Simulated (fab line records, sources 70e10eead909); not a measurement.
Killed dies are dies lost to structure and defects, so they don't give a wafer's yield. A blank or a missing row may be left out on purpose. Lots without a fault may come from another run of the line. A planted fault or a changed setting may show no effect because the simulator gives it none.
fab line records | flow nand_harc
record lots=12 wafers=35 last_day=33
route steps=1302 shown A_CHANNEL_HOLE_D1@450 END@1302
lots that met no fault: from a run of the same line without faults
start_h: hours from the record's first day to the start of the lot's first wafer shown | wait_h: hours since the lot's step before | " the same as in the row above | L1.1+2: a row that stands for several wafers | - no value, or no start given | * or withheld: withheld | < > ~ a bound
route shown NAME@n: a module of which the file shows steps, and the number in the route of the first | usual: mean/standard deviation of fault-free wafers | same: alike in all rows | chamber/n: place in a boat | sites: the reading at each site | _std_site: their standard deviation | _edge_site: outer sites' mean less inner sites' | radius_mm: how far each site lies from the wafer's centre | mask NAME#n: copy n | behind: the tool/chamber that last shaped the wafer | hold: why the lot was held/for how many hours/how that ended | device: the transistor (n, p or np) that didn't switch | end of line: the same wafers' tests at the end of the route | a step without rows: its recipe alone | killed: dies lost to structure and defects at the first sort, not the wafer's yield | map: a wafer's dies, x killed, . not, _ none there
set.NAME: the setting as run; set.NAME@STEP: as run at that earlier step | model.NAME: the simulator's own value behind a step, which no gauge read
steps of the route over a sample of lots; a table a step, a row a wafer
services: from which hour (start_h, from the record's first day; less than 0 if before it) a tool's chamber was out of use, for how many hours, and why
## steps
# step NHARC_A_CHANNEL_HOLE_D1_DEP_00
# recipe target_thk_a=31000 temp_c=400 material=aC
# usual throttle_valve_pct=35.000/0.0096
# columns lot.wafer tool chamber start_h wait_h throttle_valve_pct
L295.3 acl_dep-01 0 173.66 0.7 35.010
L295.4 " 0 " " 35.003
L295.6 " 0 " " 34.998
L298.1 acl_dep-01 0 213.50 1.8 34.999
L298.5 " 0 214.77 3.1 34.989
L298.6 " 0 " " 35.001
L301.3 acl_dep-03 0 235.75 0.7 35.006
L301.5 " 0 " " 35.004
L301.6 " 0 " " 34.995
L303.2 acl_dep-01 0 261.40 0.7 35.007
L303.4 " 0 " " 34.977
L303.5 " 0 " " 35.001
L306.3 acl_dep-01 0 282.97 0.7 35.025
L306.4 " 0 " " 35.001
L306.6 " 0 " " 34.998
L309.2 acl_dep-02 0 326.12 0.4 35.005
L309.4 " 0 " " 35.015
L309.5 " 0 " " 34.998
L311.5 acl_dep-03 0 347.35 1.3 35.001
L311.6 " 0 " " 35.010
L313.2 acl_dep-01 0 364.55 1.7 34.999
L313.3 " 0 " " 34.992
L313.5 " 0 " " 35.001
L315.2 acl_dep-02 0 381.59 2.5 34.992
L315.5 " 0 " " 34.993
L315.6 " 0 " " 35.017
L316.3 acl_dep-03 0 390.54 1.4 34.991
L316.5 " 0 " " 34.999
L316.6 " 0 " " 34.996
L317.4 acl_dep-03 0 406.89 4.1 35.006
L317.5 " 0 " " 35.006
L317.6 " 0 " " 34.995
L318.3 acl_dep-02 0 413.41 0.7 35.002
L318.5 " 0 " " 35.000
L318.6 " 0 " " 34.997
# step NHARC_A_CHANNEL_HOLE_D1_DESCUM_15
# recipe time_s=3 o2_flow_sccm=200 ar_flow_sccm=0 bias_power_w=0 chemistry=O2
# usual chamber_pressure_mTorr=60.00/0.051 drypump_motor_current_A=5.6/0.45 oes_product_au=0.995/0.012 rf_vpp_V=57.8/0.85 showerhead_plenum_p_Torr=1.90/0.068 throttle_valve_pct=11.311/0.0087
# columns lot.wafer tool chamber start_h wait_h chamber_pressure_mTorr drypump_motor_current_A oes_product_au rf_hours_counter_h rf_vpp_V showerhead_plenum_p_Torr throttle_valve_pct
L295.3 rie_diel-09 1 175.73 0.1 59.97 5.7 0.973 7 58.6 1.92 11.322
L295.4 " 0 " " 60.03 5.7 0.976 7 58.3 1.90 11.297
L295.6 " 1 " " 59.98 5.7 0.973 - 59.6 1.92 11.306
L298.1 rie_diel-13 2 216.34 0.1 59.98 5.6 1.002 3 57.2 1.82 11.319
L298.5 " 2 " " 60.09 5.6 1.001 - 57.6 1.82 11.305
L298.6 " 3 " " 60.00 5.9 0.995 - 57.6 1.81 11.306
L301.3 rie_diel-09 0 237.84 0.1 59.98 5.7 0.986 25 57.3 1.90 11.288
L301.6 " 3 " " 60.04 6.6 0.984 - 58.0 1.94 11.289
L301.5 " 0 " " 60.04 5.7 0.985 - 59.0 1.90 11.314
L303.2 rie_diel-13 3 263.77 0.1 59.97 5.9 1.000 5 57.1 1.81 11.304
L303.4 " 0 " " 59.95 5.6 0.996 5 57.9 1.91 11.324
L303.5 " 3 " " 59.93 5.9 0.998 - 58.5 1.81 11.302
L306.3 rie_diel-09 0 285.24 0.1 59.97 5.8 0.978 39 59.7 1.89 11.307
L306.4 " 1 " " 60.04 5.7 0.989 39 58.1 1.91 11.303
L306.6 " 0 " " 60.06 5.8 0.986 - 58.4 1.89 11.320
L309.2 rie_diel-03 2 328.64 0.1 59.83 4.8 1.005 12 58.7 1.88 11.316
L309.4 " 1 " " 59.99 6.1 1.021 - 56.0 1.90 11.318
L309.5 " 3 " " 59.91 5.6 1.009 - 57.7 2.07 11.307
L311.6 rie_diel-03 0 349.10 0.1 60.01 5.3 1.016 - 57.4 1.87 11.304
L311.5 " 1 " " 60.04 6.1 1.013 - 57.7 1.89 11.310
L313.2 rie_diel-03 0 367.03 0.1 60.07 5.3 1.021 14 57.4 1.87 11.327
L313.3 " 3 " " 59.92 5.7 1.005 24 59.4 2.07 11.297
L313.5 " 1 " " 60.08 6.1 1.016 - 59.2 1.89 11.312
L315.2 rie_diel-13 1 384.16 0.1 60.11 4.7 0.975 2 59.2 1.98 11.305
L315.6 " 2 " " 59.99 5.6 1.002 - 56.8 1.82 11.306
L315.5 " 3 " " 59.95 5.9 0.983 - 58.1 1.81 11.317
L316.3 rie_diel-13 3 392.75 0.1 60.06 5.9 0.994 3 58.0 1.81 11.313
L316.6 " 2 " " 60.03 5.6 0.994 - 57.8 1.82 11.313
L316.5 " 3 " " 60.06 5.9 0.987 - 58.0 1.81 11.317
L317.4 rie_diel-13 2 408.79 0.1 60.01 5.6 1.001 4 55.7 1.82 11.316
L317.5 " 0 " " 59.95 5.6 1.004 - 59.1 1.90 11.302
L317.6 " 1 " " 60.07 4.8 0.997 - 58.2 1.98 11.318
L318.3 rie_diel-09 2 415.63 0.1 59.96 5.4 0.984 35 57.7 1.96 11.314
L318.5 " 1 " " 60.08 5.7 0.988 - 57.6 1.89 11.318
L318.6 " 2 " " 60.04 5.4 0.982 - 57.6 1.96 11.311
# step NHARC_A_CHANNEL_HOLE_D1_ETCH_34
# recipe target_depth_a=1540 time_s=77 cf4_flow_sccm=100 chf3_flow_sccm=30 ar_flow_sccm=0 rf_w=500 bias_w=200 chemistry=CF4/CHF3
# usual chamber_pressure_mTorr=25.000/0.023 drypump_motor_current_A=5.6/0.46 oes_product_au=0.948/0.022 rf_vpp_V=370.4/1.9 showerhead_plenum_p_Torr=1.57/0.054 throttle_valve_pct=16.802/0.0091
# columns lot.wafer tool chamber start_h wait_h chamber_pressure_mTorr drypump_motor_current_A oes_product_au rf_hours_counter_h rf_vpp_V showerhead_plenum_p_Torr throttle_valve_pct
L295.4 rie_diel-09 2 176.17 - 25.018 5.5 0.953 7 373.5 1.63 16.799
L295.3 " 3 " " 25.029 6.6 0.967 7 371.0 1.60 16.794
L295.6 " 1 " " 25.051 5.7 0.942 - 370.3 1.58 16.802
L298.1 rie_diel-13 1 216.77 - 24.972 4.7 0.973 3 373.1 1.63 16.796
L298.5 " 1 " " 25.030 4.7 0.971 - 373.5 1.63 16.815
L298.6 " 2 " " 25.010 5.6 0.962 - 369.0 1.50 16.819
L301.3 rie_diel-09 1 238.27 - 25.009 5.7 0.966 22 370.6 1.57 16.788
L301.5 " 0 " " 24.955 5.7 0.943 - 370.3 1.56 16.802
L301.6 " 1 " " 24.983 5.7 0.965 - 370.8 1.57 16.808
L303.2 rie_diel-13 0 264.25 - 24.970 5.6 0.920 5 371.1 1.57 16.828
L303.4 " 1 " " 24.947 4.7 0.909 7 374.1 1.63 16.803
L303.5 " 3 " " 25.025 5.9 0.922 - 368.6 1.50 16.792
L306.4 rie_diel-09 3 285.99 - 25.005 6.6 0.949 46 371.4 1.59 16.800
L306.3 " 0 " " 25.017 5.7 0.937 40 370.0 1.56 16.805
L306.6 " 3 " " 24.950 6.6 0.953 - 372.5 1.59 16.812
L309.2 rie_diel-03 2 329.14 - 24.988 4.8 0.956 13 369.5 1.55 16.797
L309.4 " 3 " " 25.022 5.7 0.961 - 374.5 1.70 16.790
L309.5 " 1 " " 25.041 6.1 0.946 - 369.8 1.56 16.799
L311.6 rie_diel-03 3 349.98 - 25.000 5.6 0.980 - 374.3 1.70 16.809
L311.5 " 0 " " 25.011 5.3 0.963 - 370.4 1.54 16.785
L313.3 rie_diel-03 2 367.47 - 24.960 4.8 0.929 24 372.2 1.54 16.811
L313.2 " 3 " " 24.993 5.7 0.922 24 375.0 1.69 16.793
L313.5 " 1 " " 25.012 6.1 0.853 - 368.6 1.56 16.823
L315.2 rie_diel-13 0 384.57 - 24.956 5.6 0.974 2 372.0 1.57 16.801
L315.5 " 3 " " 24.985 5.9 0.948 - 366.4 1.49 16.814
L315.6 " 0 " " 24.968 5.6 0.974 - 371.0 1.57 16.797
L316.3 rie_diel-13 1 393.39 - 25.008 4.7 0.936 3 370.9 1.63 16.803
L316.6 " 3 " " 25.007 5.9 0.941 - 367.7 1.49 16.797
L316.5 " 0 " " 25.020 5.6 0.962 - 370.0 1.57 16.803
L317.4 rie_diel-13 1 409.20 - 24.983 4.7 0.941 4 371.3 1.63 16.794
L317.6 " 1 " " 25.040 4.7 0.939 - 371.4 1.63 16.790
L317.5 " 2 " " 24.993 5.6 0.951 - 367.9 1.50 16.798
L318.3 rie_diel-09 3 416.34 - 25.021 6.6 0.960 35 370.4 1.57 16.800
L318.5 " 1 " " 24.999 5.7 0.941 - 372.1 1.56 16.803
L318.6 " 2 " " 24.980 5.5 0.932 - 371.0 1.61 16.809
# step NHARC_A_CHANNEL_HOLE_D1_ETCH_19
# recipe bias_v=1200 source_w=2500 pressure_mtorr=15 time_s=34.5 ar_flow_sccm=375 c4f8_flow_sccm=28.8 o2_flow_sccm=96.2 temp_c=-20 target_depth_a=* chemistry=C4F8/O2/Ar
# usual chamber_pressure_mTorr=15.000/0.014 drypump_motor_current_A=6.3/0.37 showerhead_plenum_p_Torr=3.72/0.081 throttle_valve_pct=37.037/0.01
# columns lot.wafer tool chamber start_h wait_h chamber_pressure_mTorr drypump_motor_current_A rf_hours_counter_h showerhead_plenum_p_Torr throttle_valve_pct
L295.3 har_etch-02 1 176.94 0.1 14.956 6.2 - 3.64 37.037
L295.4 " 0 " " 15.000 6.6 - 3.81 37.027
L295.6 " 1 " " 14.999 6.2 - 3.64 37.045
L298.1 har_etch-01 1 217.54 0.1 15.006 5.7 107 3.73 37.037
L298.5 " 0 " " 14.995 6.6 - 3.77 37.018
L298.6 " 1 " " 15.011 5.7 - 3.73 37.053
L301.3 har_etch-02 1 239.65 0.7 15.003 6.2 - 3.62 37.037
L301.5 " 1 " " 14.995 6.2 - 3.62 37.039
L301.6 " 0 " " 15.004 6.6 - 3.79 37.021
L303.2 har_etch-01 0 264.99 0.1 14.994 6.5 130 3.75 37.050
L303.4 " 1 " " 14.991 5.7 - 3.72 37.036
L303.5 " 1 " " 14.990 5.7 - 3.72 37.052
L306.4 har_etch-02 0 288.54 1.9 14.977 6.6 - 3.78 37.040
L306.3 " 1 " " 15.015 6.2 - 3.60 37.033
L306.6 " 1 " " 14.989 6.2 - 3.60 37.049
L309.2 har_etch-02 1 332.55 2.6 14.985 6.2 385 3.59 37.032
L309.4 " 1 " " 15.005 6.2 - 3.59 37.048
L309.5 " 0 " " 14.998 6.6 - 3.76 37.047
L311.6 har_etch-01 1 350.87 0.2 14.990 5.7 - 3.69 37.042
L311.5 " 0 " " 14.995 6.5 - 3.72 37.041
L313.2 har_etch-02 1 368.23 0.1 15.020 6.2 404 3.58 37.032
L313.3 " 0 " " 14.974 6.6 - 3.75 37.048
L313.5 " 0 " " 15.011 6.6 - 3.75 37.038
L315.2 har_etch-01 0 385.75 0.5 15.015 6.6 207 3.71 37.043
L315.6 " 0 " " 15.011 6.6 - 3.71 37.025
L315.5 " 1 " " 15.010 5.7 - 3.68 37.038
L316.3 har_etch-01 1 395.31 1.3 14.986 5.7 - 3.67 37.040
L316.6 " 0 " " 15.012 6.6 - 3.71 37.045
L316.5 " 1 " " 14.994 5.7 - 3.67 37.024
L317.4 har_etch-02 0 411.09 1.2 14.968 6.6 - 3.74 37.022
L317.5 " 0 " " 14.993 6.6 - 3.74 37.047
L317.6 " 1 " " 15.012 6.2 - 3.98 37.028
L318.3 har_etch-02 1 417.11 0.1 14.990 6.2 - 3.98 37.039
L318.5 " 1 " " 15.022 6.2 - 3.98 37.028
L318.6 " 0 " " 15.009 6.6 - 3.74 37.042
# step NHARC_END_SORT_01
# recipe temp_c=25
# usual killed_at_array=49/18 killed_at_other=0.7/1.1 killed_at_periphery=4.0/2.6 killed_dies=54/19 killed_open=3.4/1.7 killed_short=2.5/1.7
# same gross_dies=677
# columns lot.wafer tool chamber start_h wait_h killed_at_array killed_at_other killed_at_periphery killed_dies killed_open killed_short
L313.2 prober-01 0 752.71 2.8 63 0 2 65 2 1
L313.3 prober-01 0 753.53 3.1 76 0 7 83 2 1
L313.5 prober-01 0 755.16 3.8 642 0 4 646 4 0
# killed by level:class
L313.2 A_CHANNEL_HOLE_D2:chamber_film_flake=22 A_SLIT:chamber_film_flake=16 A_CHANNEL_HOLE_D1:chamber_film_flake=12 A_CONTACT:chamber_film_flake=6 A_BLC:chamber_film_flake=3 P_M0:geometric_particle:open=1 A_CHANNEL_FILL_D2:geometric_particle:open=1 A_WL_FILL:geometric_particle:short=1
L313.3 A_CHANNEL_HOLE_D1:chamber_film_flake=28 A_SLIT:chamber_film_flake=19 A_CHANNEL_HOLE_D2:chamber_film_flake=17 P_ZERO_WELL:chamber_film_flake=3 P_BONDPAD:chamber_film_flake=3 A_CONTACT:chamber_film_flake=3 A_ZERO_WELL:chamber_film_flake=2 A_WL_FILL:chamber_film_flake=2
L313.5 A_CHANNEL_HOLE_D1:area_etch=564 A_CHANNEL_HOLE_D1:chamber_film_flake=33 A_SLIT:chamber_film_flake=18 A_CHANNEL_HOLE_D2:chamber_film_flake=11 A_CONTACT:chamber_film_flake=7 P_ZERO_WELL:chamber_film_flake=3 A_CHANNEL_FILL_D2:chamber_film_flake=2 A_BLC:chamber_film_flake=2
## services
# columns tool chamber start_h hours kind
rie_diel-03 2 158.83 4.5 repair
rie_diel-13 - 165.00 9.0 pm
rie_diel-13 0 165.00 9.0 vent_cycle
rie_diel-13 1 165.00 9.0 vent_cycle
rie_diel-13 2 165.00 9.0 vent_cycle
rie_diel-13 3 165.00 9.0 vent_cycle
acl_dep-01 - 188.35 13.0 pm
rie_diel-03 1 192.97 16.2 repair
rie_diel-13 3 200.01 6.2 repair
rie_diel-09 1 225.39 4.6 repair
rie_diel-09 - 239.67 0.2 repair
acl_dep-02 - 242.40 13.0 pm
rie_diel-03 - 281.56 9.0 pm
rie_diel-13 - 284.48 3.6 repair
rie_diel-03 0 294.78 38.2 repair
acl_dep-03 - 301.85 13.0 pm
rie_diel-03 3 303.46 1.5 repair
rie_diel-09 0 317.77 5.8 repair
rie_diel-09 - 322.47 9.0 pm
rie_diel-13 2 337.79 12.6 repair
rie_diel-13 - 342.00 9.0 pm
rie_diel-13 3 355.59 5.7 repair
acl_dep-01 - 372.58 13.0 pm
har_etch-02 - 378.94 17.0 pm
## key
first_sign step=NHARC_A_CHANNEL_HOLE_D1_ETCH_34 reading=oes_product_au direction=down sigmas=4.3 usual=0.948 struck=0.853
effect step=NHARC_END_SORT_01 reading=killed_at_array direction=up sigmas=32 usual=49 struck=642
more_kills_born_at NHARC_A_CHANNEL_HOLE_D1_ETCH_34@rie_diel-03=564
met_at NHARC_A_CHANNEL_HOLE_D1_ETCH_34
struck_lots L313
struck_wafers L313.5
later_rows_left_out L313.5
tester_left_out L313
not_acting_at NHARC_A_CHANNEL_HOLE_D1_DEP_00,NHARC_A_CHANNEL_HOLE_D1_DESCUM_15,NHARC_A_CHANNEL_HOLE_D1_ETCH_19
onset_between 329.14 367.47
fault kind=process_parameter_drift tool=rie_diel-03 chamber=1 onset_h=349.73 steps=NHARC_A_CHANNEL_HOLE_D1_ETCH_34 channel=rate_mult offset=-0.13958 shape=step end_h=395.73
# tester_left_out: of these lots the tester's yield and bins aren't shown, on N5 and GAA mostly nor the transistor test; their killed dies are dies lost to structure and defects alone, not to doping, threshold or leakage, so they don't give the yield
# later_rows_left_out: the simulator's readings of these wafers behind a module that went badly wrong aren't trusted and aren't shown, but for the sort
